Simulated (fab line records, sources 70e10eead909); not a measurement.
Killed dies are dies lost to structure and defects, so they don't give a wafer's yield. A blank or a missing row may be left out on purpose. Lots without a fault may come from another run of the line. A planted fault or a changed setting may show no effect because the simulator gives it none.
Which tool did it? | flow nand_harc | 12 lots, 35 wafers sampled, at 5 steps of a route of 1302

WHAT THE GAUGES READ, wafer by wafer
NHARC_END_SORT_01.
lot  | measured     | on        | killed_at_array | killed_at_other | killed_at_periphery | killed_dies | killed_open | killed_short
L848 | day 32 07:40 | prober-01 | 290 47          | 2 3             | 3 1                 | 295 51      | 4 1         | 4 2
L849 | day 32 06:04 | prober-02 | 441 71 67       | 0 1 1           | 3 8 9               | 444 80 77   | 5 4 4       | 1 0 4

WHICH TOOL RAN EACH LOT (tool, then ch and the chambers of the sampled wafers, then the start)
lot  | NHARC_A_STAIRCASE_ETCH_201                    | NHARC_A_STAIRCASE_DESCUM_219       | NHARC_A_STAIRCASE_TRIM_220         | NHARC_A_STAIRCASE_ETCH_227
L830 | rie_diel-02 ch 0,1, day 16 08:02 or earlier   | rie_diel-10 ch 0,2,3, day 16 08:02 | rie_diel-10 ch 2,3, day 16 08:08   | rie_diel-10 ch 1,2, no start
L831 | rie_diel-10 ch 1,2,3, day 16 12:00 or earlier | rie_diel-01 ch 0,2,3, day 16 12:00 | rie_diel-01 ch 0,1,2, day 16 12:06 | rie_diel-01 ch 0,2, no start
L834 | rie_diel-01 ch 1,2,3, day 17 14:08 or earlier | rie_diel-10 ch 2,3, day 17 14:08   | rie_diel-10 ch 0,1,2, day 17 14:23 | rie_diel-10 ch 0,1,2, no start
L833 | rie_diel-01 ch 0,1,2, day 17 15:26 or earlier | rie_diel-10 ch 0,1,3, day 17 15:26 | rie_diel-10 ch 1,2,3, day 17 15:31 | rie_diel-10 ch 0,2,3, no start
L835 | rie_diel-10 ch 1,2,3, day 18 11:11 or earlier | rie_diel-10 ch 0,1,3, day 18 11:11 | rie_diel-10 ch 0,2,3, day 18 11:16 | rie_diel-10 ch 2,3, no start
L836 | rie_diel-02 ch 0,1,2, day 18 14:34 or earlier | rie_diel-02 ch 1,2,3, day 18 14:34 | rie_diel-02 ch 0,1,2, day 18 14:38 | rie_diel-02 ch 0,1,2, no start
L837 | rie_diel-02 ch 0,3, day 19 01:16 or earlier   | rie_diel-02 ch 0,1,3, day 19 01:16 | rie_diel-02 ch 2,3, day 19 01:20   | rie_diel-02 ch 0,1,2, no start
L838 | rie_diel-02 ch 0,1,3, day 19 19:17 or earlier | rie_diel-01 ch 0,2,3, day 19 19:17 | rie_diel-01 ch 0,3, day 19 19:22   | rie_diel-01 ch 0,2,3, no start
L848 | rie_diel-10 ch 2,3, day 23 16:44 or earlier   | rie_diel-01 ch 2,3, day 23 16:44   | rie_diel-01 ch 0,1, day 23 16:50   | rie_diel-01 ch 0,1, day 32 07:40 or earlier
L849 | rie_diel-02 ch 2,3, day 23 16:58 or earlier   | rie_diel-01 ch 0,3, day 23 16:58   | rie_diel-01 ch 0,2, day 23 17:17   | rie_diel-01 ch 2,3, day 32 06:04 or earlier
L853 | rie_diel-10 ch 0,1,2, day 25 08:04 or earlier | rie_diel-10 ch 2,3, day 25 08:04   | rie_diel-10 ch 1,2, day 25 08:10   | rie_diel-10 ch 0,1,3, no start
L852 | rie_diel-02 ch 1,2,3, day 25 08:14 or earlier | rie_diel-02 ch 2,3, day 25 08:14   | rie_diel-02 ch 0,1, day 25 08:19   | rie_diel-02 ch 0,2,3, no start
- NHARC_A_STAIRCASE_ETCH_201: etches the open film in C4F8/O2, target depth 100 nm, time 40.5 s.
- NHARC_A_STAIRCASE_DESCUM_219: chemistry O2, time 3 s.
- NHARC_A_STAIRCASE_TRIM_220: chemistry O2, time 211.2 s.
- NHARC_A_STAIRCASE_ETCH_227: etches the open film in C4F8/O2, target depth 100 nm, time 40.5 s.

WHAT THE TOOLS THEMSELVES READ (means of the sampled wafers that have a number; where no wafer has one, the mark that the record gives instead)
NHARC_A_STAIRCASE_ETCH_201.
lot  | tool        | oes_product_au (a.u.) | rf_vpp_V (V)
L830 | rie_diel-02 | 0.945                 | 895
L831 | rie_diel-10 | 0.943                 | 896
L834 | rie_diel-01 | 0.941                 | 902
L833 | rie_diel-01 | 0.939                 | 898
L835 | rie_diel-10 | 0.963                 | 894
L836 | rie_diel-02 | 0.951                 | 893
L837 | rie_diel-02 | 0.944                 | 897
L838 | rie_diel-02 | 0.953                 | 898
L848 | rie_diel-10 | 0.950                 | 902
L849 | rie_diel-02 | 0.938                 | 894
L853 | rie_diel-10 | 0.959                 | 902
L852 | rie_diel-02 | 0.952                 | 896

NHARC_A_STAIRCASE_DESCUM_219.
lot  | tool        | drypump_motor_current_A (A) | o2_flow_sccm (sccm) | oes_product_au (a.u.) | rf_vpp_V (V) | showerhead_plenum_p_Torr (Torr) | throttle_valve_pct (%)
L830 | rie_diel-10 | 5.6                         | 199.2               | 1.008                 | 58.2         | 1.94                            | 11.314
L831 | rie_diel-01 | 5.4                         | 199.9               | 1.001                 | 58.7         | 2.01                            | 11.313
L834 | rie_diel-10 | 5.6                         | 200.0               | 1.002                 | 57.4         | 1.84                            | 11.312
L833 | rie_diel-10 | 5.7                         | 199.6               | 1.005                 | 58.1         | 1.99                            | 11.308
L835 | rie_diel-10 | 5.7                         | 200.2               | 0.998                 | 57.3         | 1.99                            | 11.305
L836 | rie_diel-02 | 6.0                         | 200.4               | 1.004                 | 57.1         | 1.92                            | 11.305
L837 | rie_diel-02 | 6.0                         | 200.1               | 1.007                 | 57.7         | 1.94                            | 11.310
L838 | rie_diel-01 | 5.4                         | 200.3               | 1.009                 | 57.5         | 2.00                            | 11.314
L848 | rie_diel-01 | 5.8                         | 199.9               | 0.998                 | 58.7         | 2.03                            | 11.321
L849 | rie_diel-01 | 5.0                         | 200.0               | 1.005                 | 58.5         | 1.94                            | 11.313
L853 | rie_diel-10 | 5.6                         | 200.1               | 1.018                 | 57.9         | 2.03                            | 11.307
L852 | rie_diel-02 | 5.9                         | 200.2               | 1.007                 | 57.4         | 1.87                            | 11.321

NHARC_A_STAIRCASE_TRIM_220.
lot  | tool        | drypump_motor_current_A (A) | o2_flow_sccm (sccm) | oes_product_au (a.u.) | rf_vpp_V (V) | run_length_s (s) | showerhead_plenum_p_Torr (Torr) | throttle_valve_pct (%)
L830 | rie_diel-10 | 5.7                         | 500.9               | 1.002                 | 57.4         | 232.3            | 3.53                            | 17.032
L831 | rie_diel-01 | 5.6                         | 499.2               | 1.011                 | 57.8         | 232.5            | 3.60                            | 17.047
L834 | rie_diel-10 | 5.6                         | 501.0               | 1.012                 | 57.5         | 232.1            | 3.53                            | 17.038
L833 | rie_diel-10 | 5.7                         | 499.9               | 1.012                 | 58.1         | 232.2            | 3.49                            | 17.040
L835 | rie_diel-10 | 5.6                         | 500.8               | 1.009                 | 58.1         | 232.4            | 3.56                            | 17.046
L836 | rie_diel-02 | 6.2                         | 500.9               | 1.012                 | 57.4         | 232.2            | 3.43                            | 17.036
L837 | rie_diel-02 | 5.7                         | 498.6               | 0.988                 | 57.7         | 232.1            | 3.62                            | 17.031
L838 | rie_diel-01 | 5.4                         | 499.2               | 1.023                 | 57.8         | 233.3            | 3.67                            | 17.034
L848 | rie_diel-01 | 5.4                         | 500.4               | 1.015                 | 57.0         | 262.5            | 3.48                            | 17.034
L849 | rie_diel-01 | 5.5                         | 501.0               | 1.001                 | 57.7         | 252.1            | 3.66                            | 17.042
L853 | rie_diel-10 | 5.7                         | 499.6               | 1.025                 | 58.1         | 232.1            | 3.61                            | 17.041
L852 | rie_diel-02 | 6.2                         | 500.7               | 0.999                 | 57.7         | 232.5            | 3.48                            | 17.038

NHARC_A_STAIRCASE_ETCH_227.
lot  | tool        | oes_product_au (a.u.) | rf_vpp_V (V)
L830 | rie_diel-10 | 0.946                 | 890
L831 | rie_diel-01 | 0.940                 | 902
L834 | rie_diel-10 | 0.942                 | 895
L833 | rie_diel-10 | 0.939                 | 897
L835 | rie_diel-10 | 0.951                 | 895
L836 | rie_diel-02 | 0.947                 | 892
L837 | rie_diel-02 | 0.959                 | 893
L838 | rie_diel-01 | 0.958                 | 902
L848 | rie_diel-01 | 0.954                 | 894
L849 | rie_diel-01 | 0.921                 | 903
L853 | rie_diel-10 | 0.952                 | 900
L852 | rie_diel-02 | 0.953                 | 894

THE ANSWER, worked out from the rows above alone
Rule: what is usual is taken from the lots themselves. Put in order of their means at a reading, lots are off if they are a third of the lots or fewer, leave a main group of 4 or more, and stand apart from it by a gap of 3 or more times the standard deviation of the main group's means; of several such gaps the widest counts. A main group whose means are all the same, to the digits that the tables above print for the reading, isn't used. A lot without any number at a reading at which 4 lots or more have one is off too. The other lots that the step has rows for count as sound. The gauges are gone through in route order, then the tools' own readings, and for those a lot's mean is taken as printed above. The first step at which some lot is off is used, and at that step the reading that is off furthest; a lot without a number counts as furthest.
Off: L848, L849, at NHARC_A_STAIRCASE_TRIM_220 (run_length_s). The main group: mean 232.4 s, standard deviation 0.34.
A tool fits if, at that step or a process step before it, it ran every lot that is off, and no sound lot after the first of them. NHARC_A_STAIRCASE_ETCH_201 gives no start for some lots, so the hours and the order of its lots are those of NHARC_A_STAIRCASE_DESCUM_219. One fits: rie_diel-01 at NHARC_A_STAIRCASE_DESCUM_219 and NHARC_A_STAIRCASE_TRIM_220. At NHARC_A_STAIRCASE_DESCUM_219 its last sound lot is L838 (day 19 19:17), its first lot that is off L848 (day 23 16:44): a fault that began between those two fits.

WHAT THE SIMULATOR HAD PUT IN
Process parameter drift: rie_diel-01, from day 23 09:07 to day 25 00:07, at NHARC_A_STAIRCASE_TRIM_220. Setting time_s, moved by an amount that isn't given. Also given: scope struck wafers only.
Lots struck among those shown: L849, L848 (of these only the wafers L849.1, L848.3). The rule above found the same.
